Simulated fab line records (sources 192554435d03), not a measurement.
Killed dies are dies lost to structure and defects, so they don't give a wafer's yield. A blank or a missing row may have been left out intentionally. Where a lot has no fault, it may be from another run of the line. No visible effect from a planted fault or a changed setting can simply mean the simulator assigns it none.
Which tool is to blame?	flow n5Finfet	24 lots with 72 wafers sampled at 4 steps, on a route of 1938 steps

WHAT THE GAUGES READ, wafer by wafer
N5_BEOL_M4_OCD_MEAS_38. Usual: trenchDepthNm reads 55.8 nm (standard deviation 1).
lot	measured	on	trenchDepthNm (nm)	flag
L075	day 8 12:58	ocd-02	56.5 57.5 55.4	
L074	day 8 13:10	ocd-02	55.9 55.7 55.5	
L076	day 9 06:50	ocd-01	55.2 56.4 55.0	
L078	day 8 19:59	ocd-01	56.7 57.0 57.5	
L077	day 9 11:56	ocd-02	54.3 56.5 57.1	
L079	day 9 12:48	ocd-01	56.7 56.2 56.4	
L080	day 9 13:07	ocd-01	56.5 55.3 54.6	
L081	day 10 17:29	ocd-01	55.2 56.8 56.0	
L082	day 10 17:01	ocd-01	56.1 56.0 56.3	
L083	day 11 06:02	ocd-02	56.7 57.2 56.6	
L084	day 11 10:29	ocd-02	56.1 56.0 56.1	
L085	day 12 06:42	ocd-02	55.7 56.9 54.7	
L086	day 12 07:04	ocd-01	57.5 54.0 56.1	
L088	day 12 14:25	ocd-02	57.0 56.8 56.2	
L087	day 12 21:06	ocd-01	57.5 56.5 56.2	
L089	day 13 00:30	ocd-01	53.9 54.4 56.0	
L090	day 13 06:02	ocd-01	55.4 55.8 57.1	
L091	day 13 06:04	ocd-01	55.4 57.3 56.4	
L093	day 13 06:00	ocd-02	55.4 55.2 55.9	
L092	day 13 15:05	ocd-01	54.6 56.4 55.3	
L095	day 13 15:21	ocd-01	55.9 55.5 55.4	
L094	day 14 02:23	ocd-02	54.6 53.6 55.9	
L096	day 14 17:08	ocd-01	55.0 55.9 55.7	
L097	day 15 05:48	ocd-01	54.8 55.8 55.2	

WHAT TOOL EACH LOT RAN ON (gives the tool, then ch and the chambers of the sampled wafers, and finally the start)
lot	N5_BEOL_M3_PRE_CLEAN_60	N5_BEOL_M3_DEP_57	N5_BEOL_M4_STRIP_19
L075	cvdCo-01 ch 0,1, day 8 06:02	pecvd-01 ch 0,2, day 8 06:11	rieDiel-04 ch 1,2, day 8 08:14
L074	cvdCo-02 ch 1,2, day 8 06:41	pecvd-01 ch 0,2, day 8 06:50	rieDiel-03 ch 1,2, day 8 08:35
L076	cvdCo-02 ch 0,1,2, day 8 10:49	pecvd-01 ch 0,1, day 8 10:58	rieDiel-03 ch 1,3, day 8 13:22
L078	cvdCo-01 ch 0,2, day 8 11:18	pecvd-01 ch 0,1, day 8 11:28	rieDiel-04 ch 1,3, day 8 13:39
L077	cvdCo-01 ch 1,2, day 8 13:43	pecvd-04 ch 0,1, day 8 13:53	rieDiel-04 ch 2,3, day 8 15:23
L079	cvdCo-01 ch 1,2, day 8 20:42	pecvd-01 ch 0,1,2, day 8 20:52	rieDiel-04 ch 2,3, day 8 23:12
L080	cvdCo-02 ch 1,2, day 8 22:16	pecvd-01 ch 0,1,2, day 8 22:26	rieDiel-01 ch 0,3, day 9 00:33
L081	cvdCo-01 ch 0,1, day 9 00:53	pecvd-03 ch 0,1,2, day 9 01:03	rieDiel-01 ch 0,2, day 9 06:11
L082	cvdCo-02 ch 0,1,2, day 9 09:27	pecvd-04 ch 1,2, day 9 09:37	rieDiel-03 ch 0,3, day 9 12:46
L083	cvdCo-02 ch 1,2, day 11 01:16	pecvd-04 ch 0,1,2, day 11 01:26	rieDiel-01 ch 1,3, day 11 04:12
L084	cvdCo-02 ch 1,2, day 11 03:46	pecvd-04 ch 0,1, day 11 03:55	rieDiel-01 ch 0,3, day 11 07:16
L085	cvdCo-01 ch 0,1, day 11 20:46	pecvd-04 ch 0,2, day 11 20:55	rieDiel-03 ch 0,1, day 11 23:14
L086	cvdCo-01 ch 0,1, day 12 00:52	pecvd-04 ch 0,1, day 12 01:02	rieDiel-01 ch 0,1,2, day 12 04:46
L088	cvdCo-02 ch 0,2, day 12 07:40	pecvd-03 ch 0,1,2, day 12 07:49	rieDiel-04 ch 0,3, day 12 11:05
L087	cvdCo-01 ch 0,1,2, day 12 07:48	pecvd-01 ch 1,2, day 12 07:58	rieDiel-01 ch 0,1, day 12 11:14
L089	cvdCo-02 ch 0,1, day 12 10:17	pecvd-04 ch 0,1,2, day 12 10:27	rieDiel-03 ch 0,1,3, day 12 12:21
L090	cvdCo-01 ch 0,1,2, day 12 10:44	pecvd-01 ch 0,1,2, day 12 10:53	rieDiel-01 ch 0,1, day 12 12:35
L091	cvdCo-02 ch 0,1,2, day 12 12:23	pecvd-03 ch 0,1, day 12 12:33	rieDiel-04 ch 0,1,2, day 12 15:21
L093	cvdCo-01 ch 1,2, day 12 14:54	pecvd-01 ch 0,1,2, day 12 15:04	rieDiel-03 ch 0,1, day 12 16:40
L092	cvdCo-01 ch 0,1,2, day 12 21:50	pecvd-03 ch 0,2, day 12 22:00	rieDiel-03 ch 0,1,3, day 12 23:14
L095	cvdCo-01 ch 0,1, day 13 02:04	pecvd-03 ch 0, day 13 02:14	rieDiel-04 ch 1,2,3, day 13 07:23
L094	cvdCo-02 ch 0,1,2, day 13 04:28	pecvd-04 ch 0,1,2, day 13 04:38	rieDiel-01 ch 0,2,3, day 13 07:27
L096	cvdCo-02 ch 0,2, day 14 07:57	pecvd-01 ch 1,2, day 14 08:06	rieDiel-04 ch 2,3, day 14 10:16
L097	cvdCo-02 ch 0,1, day 14 19:12	pecvd-03 ch 0,1,2, day 14 19:22	rieDiel-01 ch 0,1,2, day 14 21:13
- N5_BEOL_M3_PRE_CLEAN_60: time 15 s.
- N5_BEOL_M3_DEP_57: deposits SiCN from 3MS/NH3, target thk 8 nm, time 14 s.
- N5_BEOL_M4_STRIP_19: strips in O2.

AS READ BY THE TOOLS THEMSELVES (means over the sampled wafers that have a number; for cases with no such wafer, the mark the record gives instead)
N5_BEOL_M3_PRE_CLEAN_60. Usual: heaterPowerW reads 84 W (standard deviation 25).
lot	tool	heaterPowerW (W)	flag
L075	cvdCo-01	78	
L074	cvdCo-02	88	
L076	cvdCo-02	77	
L078	cvdCo-01	101	
L077	cvdCo-01	105	
L079	cvdCo-01	92	
L080	cvdCo-02	101	
L081	cvdCo-01	78	
L082	cvdCo-02	76	
L083	cvdCo-02	91	
L084	cvdCo-02	101	
L085	cvdCo-01	78	
L086	cvdCo-01	79	
L088	cvdCo-02	55	
L087	cvdCo-01	91	
L089	cvdCo-02	90	
L090	cvdCo-01	91	
L091	cvdCo-02	78	
L093	cvdCo-01	106	
L092	cvdCo-01	91	
L095	cvdCo-01	78	
L094	cvdCo-02	78	
L096	cvdCo-02	68	
L097	cvdCo-02	89	

N5_BEOL_M3_DEP_57. Usual: showerheadPlenumPTorr 3.663 Torr, standard deviation 0.019; throttleValvePct 8.9 %, standard deviation 0.4.
lot	tool	showerheadPlenumPTorr (Torr)	throttleValvePct (%)	flag
L075	pecvd-01	3.661	8.7	
L074	pecvd-01	3.665	8.6	
L076	pecvd-01	3.669	8.6	
L078	pecvd-01	3.674	8.6	
L077	pecvd-04	3.665	9.5	
L079	pecvd-01	3.662	8.8	
L080	pecvd-01	3.663	8.9	
L081	pecvd-03	3.650	8.9	
L082	pecvd-04	3.663	9.0	
L083	pecvd-04	3.674	8.9	
L084	pecvd-04	3.675	9.4	
L085	pecvd-04	3.682	9.1	
L086	pecvd-04	3.677	9.4	
L088	pecvd-03	3.643	8.8	
L087	pecvd-01	3.654	9.0	
L089	pecvd-04	3.675	9.1	
L090	pecvd-01	3.662	8.8	
L091	pecvd-03	3.655	9.0	
L093	pecvd-01	3.662	8.8	
L092	pecvd-03	3.642	8.8	
L095	pecvd-03	3.654	8.7	
L094	pecvd-04	3.675	9.1	
L096	pecvd-01	3.659	9.1	
L097	pecvd-03	3.649	9.0	

N5_BEOL_M4_STRIP_19. Usual: drypumpMotorCurrentA 5.5 A, standard deviation 0.42; oesProductAu 0.84 a.u., standard deviation 0.064; rfVppV 3.6 V, standard deviation 0.49; showerheadPlenumPTorr 2.12 Torr, standard deviation 0.082; throttleValvePct 16.59 %, standard deviation 0.16.
lot	tool	drypumpMotorCurrentA (A)	oesProductAu (a.u.)	rfVppV (V)	showerheadPlenumPTorr (Torr)	throttleValvePct (%)	flag
L075	rieDiel-04	5.8	0.83	3.9	2.09	16.49	
L074	rieDiel-03	5.5	0.80	3.3	2.09	16.64	
L076	rieDiel-03	5.4	0.82	3.9	2.22	16.46	
L078	rieDiel-04	6.0	0.92	3.5	2.17	16.66	
L077	rieDiel-04	5.7	0.90	3.9	2.19	16.51	
L079	rieDiel-04	5.5	0.85	3.4	2.15	16.44	
L080	rieDiel-01	5.3	0.90	3.6	2.08	16.48	
L081	rieDiel-01	5.8	0.75	3.7	2.00	16.73	
L082	rieDiel-03	5.4	0.76	3.7	2.09	16.69	
L083	rieDiel-01	5.1	0.89	3.6	2.14	16.47	
L084	rieDiel-01	5.1	0.86	3.7	2.10	16.50	
L085	rieDiel-03	5.3	0.77	3.3	2.10	16.70	
L086	rieDiel-01	5.6	0.89	4.1	2.13	16.50	
L088	rieDiel-04	5.3	0.89	3.5	2.12	16.69	
L087	rieDiel-01	5.3	0.87	3.4	2.11	16.51	
L089	rieDiel-03	5.4	0.78	3.7	2.15	16.60	
L090	rieDiel-01	5.3	0.86	3.7	2.11	16.51	
L091	rieDiel-04	5.7	0.83	3.5	2.07	16.66	
L093	rieDiel-03	5.3	0.81	3.0	2.17	16.57	
L092	rieDiel-03	5.4	0.78	3.2	2.15	16.61	
L095	rieDiel-04	5.9	0.82	4.3	2.12	16.65	
L094	rieDiel-01	5.4	0.88	3.4	2.13	16.53	
L096	rieDiel-04	5.6	0.80	3.6	2.13	16.50	
L097	rieDiel-01	5.5	0.85	3.9	2.13	16.54	

THE ANSWER, worked out from the rows above alone
Rule: a lot is off if the mean of its wafers that have a number lies more than 3 standard deviations from the usual mean. A lot without any number at a reading at which 4 lots or more have one is off too. Where the step has rows for the other lots, those lots are counted as sound. After the gauges, taken in route order, come the tools' own readings; for these a lot's mean is taken, as printed above. At the first step where some lot is off, the reading lying furthest off is the one used; lots without a number count as furthest.
Across all readings shown, no lot is off: no conclusion can be drawn from this.

WHAT THE SIMULATOR HAD PUT IN
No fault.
